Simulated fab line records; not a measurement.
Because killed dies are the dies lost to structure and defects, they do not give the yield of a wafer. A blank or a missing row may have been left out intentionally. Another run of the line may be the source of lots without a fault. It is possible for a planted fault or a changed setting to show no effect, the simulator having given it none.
3 desks looking at one fault    flow n5-finfet    each desk holds nothing but its own numbers, with what lay behind them at the end

AT THE TOOL OWNER'S DESK: rie-diel-03
The tool's own readings at N5_BEOL_M2_ETCH_70 (etches SOC in N2/H2, target depth 80 nm, overetch 24 nm, time 130 s): means of the sampled wafers that have a number, for each lot that ran on this tool. The brackets show how far a lot's mean lies from the usual mean; more than 4 standard deviations puts the lot out of limits, marked OUT.
Columns: A = drypump-motor-current-A at N5_BEOL_M2_ETCH_70, usual 5.8 A; B = oes-product-au at N5_BEOL_M2_ETCH_70, usual 0.57 a.u.; C = rf-vpp-V at N5_BEOL_M2_ETCH_70, usual 524.5 V; D = run-length-s at N5_BEOL_M2_ETCH_70, usual 153.3 s; E = showerhead-plenum-p-Torr at N5_BEOL_M2_ETCH_70, usual 2.57 Torr; F = throttle-valve-pct at N5_BEOL_M2_ETCH_70, usual 17.72 %
lot   first seen here  A    B     C      D                E     F
L904  day 7 11:43      6.1  0.62  523.7  153.3            2.53  17.48
L907  day 7 17:43      6.2  0.59  525.9  152.9            2.59  17.68
L908  day 7 18:11      5.9  0.56  525.5  185.2 (+97) OUT  2.60  17.38
L911  day 8 17:23      6.3  0.52  527.3  168.9 (+47) OUT  2.63  17.92
L922  day 11 03:28     6.5  0.53  524.8  152.8            2.56  18.05
L925  day 12 04:02     6.5  0.53  524.2  152.8            2.55  18.06
This desk finds L908, L911 out of limits, L908 being first, at day 7 18:11 (run-length-s at N5_BEOL_M2_ETCH_70). L904, L907, L922, L925 stayed within limits.

THE METROLOGY DESK
Lot by lot, what the gauges showed, no matter which tool ran the lot: averages of those sampled wafers that carry a number. The brackets show how far a lot's mean lies from the usual mean; more than 4 standard deviations puts the lot out of limits, marked OUT. Shown here are 7 of its 10 readings, the ones lying furthest out on some lot.
Columns: A = DIBL_N at N5_BEOL_M4_RC_MEAS_101, usual 36.3 mV/V; B = IOFF_N at N5_BEOL_M4_RC_MEAS_101, usual 0.155 nA/um; C = ION_N at N5_BEOL_M4_RC_MEAS_101, usual 671 uA/um; D = ION_P at N5_BEOL_M4_RC_MEAS_101, usual 459 uA/um; E = SS_N at N5_BEOL_M4_RC_MEAS_101, usual 71.5 mV/dec; F = VT_N at N5_BEOL_M4_RC_MEAS_101, usual 250.2 mV; G = VT_P at N5_BEOL_M4_RC_MEAS_101, usual -251 mV
lot   first seen here  A     B      C    D    E     F      G
L904  day 8 17:21      35.3  0.150  666  458  71.5  248.0  -249
L907  day 8 21:08      36.5  0.175  677  458  71.1  246.5  -254
L908  day 8 23:38      35.7  0.147  668  467  70.9  251.0  -248
L911  day 9 20:37      36.0  0.144  669  453  71.3  252.7  -256
L916  day 11 16:56     35.3  0.151  672  456  71.4  250.0  -252
L922  day 12 10:29     34.8  0.129  669  459  71.3  252.1  -251
L924  day 13 05:38     36.2  0.150  670  458  71.6  250.5  -253
L925  day 13 06:14     36.8  0.172  674  464  71.2  247.8  -247
L926  day 13 14:47     34.5  0.117  653  456  71.3  253.8  -252
Finding of this desk: none of the 9 lots has anything out of limits.

THE DEFECT DESK
Lot by lot, what the route's inspections counted, given as the mean of those sampled wafers with a number. The brackets show how far a lot's mean lies from the usual mean; more than 4 standard deviations puts the lot out of limits, marked OUT.
Columns: A = raw-defect-count at N5_BEOL_M2_INSPECT_30, usual 456
lot   first seen here  A
L904  day 7 10:46      437
L907  day 7 16:17      436
L908  day 7 16:46      340
L911  day 8 16:40      336
L916  day 9 23:17      417
L922  day 10 23:11     512
L924  day 11 13:49     566
L925  day 11 19:55     484
L926  day 12 09:31     376
Finding of this desk: none of the 9 lots has anything out of limits.

ALL TOGETHER
The tool owner's desk could have raised an alarm at day 7 18:11, on L908, L911.
From the metrology desk's view, nothing was out of limits.
The defect desk saw nothing out of limits.
The metrology desk has L908, L911 on record, within its limits.
The defect desk has L908, L911 on record, within its limits.
On rie-diel-03, each named lot ran N5_BEOL_M2_ETCH_70.

WHAT THE SIMULATOR HAD PUT IN
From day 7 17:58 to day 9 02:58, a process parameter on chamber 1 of rie-diel-03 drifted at N5_BEOL_M2_ETCH_70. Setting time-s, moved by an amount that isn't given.
Shown lots that were struck: L908, L911.
Time in hours from fault onset to the first out-of-limits reading at each desk: the tool owner's desk, 0.
